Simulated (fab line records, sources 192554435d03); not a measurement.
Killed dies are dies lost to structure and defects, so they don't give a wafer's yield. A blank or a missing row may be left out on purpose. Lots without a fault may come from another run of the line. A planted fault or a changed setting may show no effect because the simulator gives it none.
Chamber matching | flow n5_finfet | N5_BEOL_M1_STRIP_19 on rie_diel-03: 4 sister chambers
The step strips in O2. 24 wafers are shown with their chamber, then 12 later ones without.

WAFERS WITH THEIR CHAMBER
wafer  | chamber | drypump_motor_current_A (A) | showerhead_plenum_p_Torr (Torr) | throttle_valve_pct (%)
L074.1 | 2       | 6.0                         | 2.13                            | 16.97
L074.3 | 3       | 4.8                         | 2.19                            | 16.72
L074.4 | 0       | 5.9                         | 2.04                            | 17.09
L075.1 | 3       | 4.9                         | 2.19                            | 16.71
L075.2 | 2       | 6.0                         | 2.13                            | 16.96
L075.3 | 0       | 5.9                         | 2.04                            | 17.10
L075.4 | 1       | 5.3                         | 2.10                            | 17.04
L075.5 | 3       | 4.8                         | 2.19                            | 16.69
L075.6 | 0       | 5.9                         | 2.04                            | 17.09
L081.1 | 1       | 5.3                         | 2.10                            | 17.08
L081.2 | 0       | 5.9                         | 2.04                            | 16.56
L081.6 | 0       | 5.9                         | 2.04                            | 16.55
L084.1 | 2       | 6.0                         | 2.13                            | 16.48
L084.2 | 3       | 4.8                         | 2.18                            | 16.75
L084.5 | 2       | 6.0                         | 2.13                            | 16.49
L088.1 | 3       | 4.8                         | 2.18                            | 16.78
L088.2 | 1       | 5.3                         | 2.09                            | 17.09
L088.3 | 0       | 5.9                         | 2.03                            | 16.58
L088.4 | 2       | 6.0                         | 2.13                            | 16.49
L088.5 | 3       | 4.8                         | 2.18                            | 16.77
L088.6 | 2       | 6.0                         | 2.13                            | 16.49
L090.2 | 3       | 4.8                         | 2.18                            | 16.77
L090.3 | 1       | 5.3                         | 2.09                            | 17.11
L090.5 | 2       | 6.0                         | 2.13                            | 16.51

SIGNATURES (means of the wafers above)
reading                  | chamber 0 | chamber 1 | chamber 2 | chamber 3 | scatter within a chamber
drypump_motor_current_A  | 5.900     | 5.300     | 6.000     | 4.814     | 0.0207
showerhead_plenum_p_Torr | 2.0383    | 2.0950    | 2.1300    | 2.1843    | 0.00421
throttle_valve_pct       | 16.8283   | 17.0800   | 16.6271   | 16.7414   | 0.194
Rule: a wafer's distance from a chamber is the root of the sum, over the readings, of the square of ((its reading less the chamber's mean) divided by the reading's scatter). The wafer belongs to the nearest chamber; if the next one is less than 2 further off, it can't be placed. The scatter: the root of (the sum of the squares of (reading less its chamber's mean) over the shown wafers, divided by (wafers less chambers)).

WAFERS WITHOUT THEIR CHAMBER
wafer  | drypump_motor_current_A (A) | showerhead_plenum_p_Torr (Torr) | throttle_valve_pct (%)
L091.3 | 4.8                         | 2.18                            | 16.78
L091.4 | 5.9                         | 2.03                            | 16.59
L091.6 | 5.4                         | 2.09                            | 17.11
L093.2 | 5.9                         | 2.03                            | 16.59
L093.5 | 4.8                         | 2.18                            | 16.79
L093.6 | 5.9                         | 2.03                            | 16.61
L094.2 | 5.4                         | 2.09                            | 17.11
L094.4 | 4.8                         | 2.18                            | 16.78
L094.5 | 6.0                         | 2.12                            | 16.52
L096.3 | 5.9                         | 2.03                            | 16.59
L096.5 | 6.0                         | 2.12                            | 16.52
L096.6 | 5.3                         | 2.09                            | 17.13

WHICH CHAMBER EACH WENT THROUGH
wafer  | from the rows above | in truth
L091.3 | 3                   | 3
L091.4 | 0                   | 0
L091.6 | 1                   | 1
L093.2 | 0                   | 0
L093.5 | 3                   | 3
L093.6 | 0                   | 0
L094.2 | 1                   | 1
L094.4 | 3                   | 3
L094.5 | 2                   | 2
L096.3 | 0                   | 0
L096.5 | 2                   | 2
L096.6 | 1                   | 1
Placed correctly: 12 of 12. Can't be placed from these rows: 0. Placed wrongly: 0.
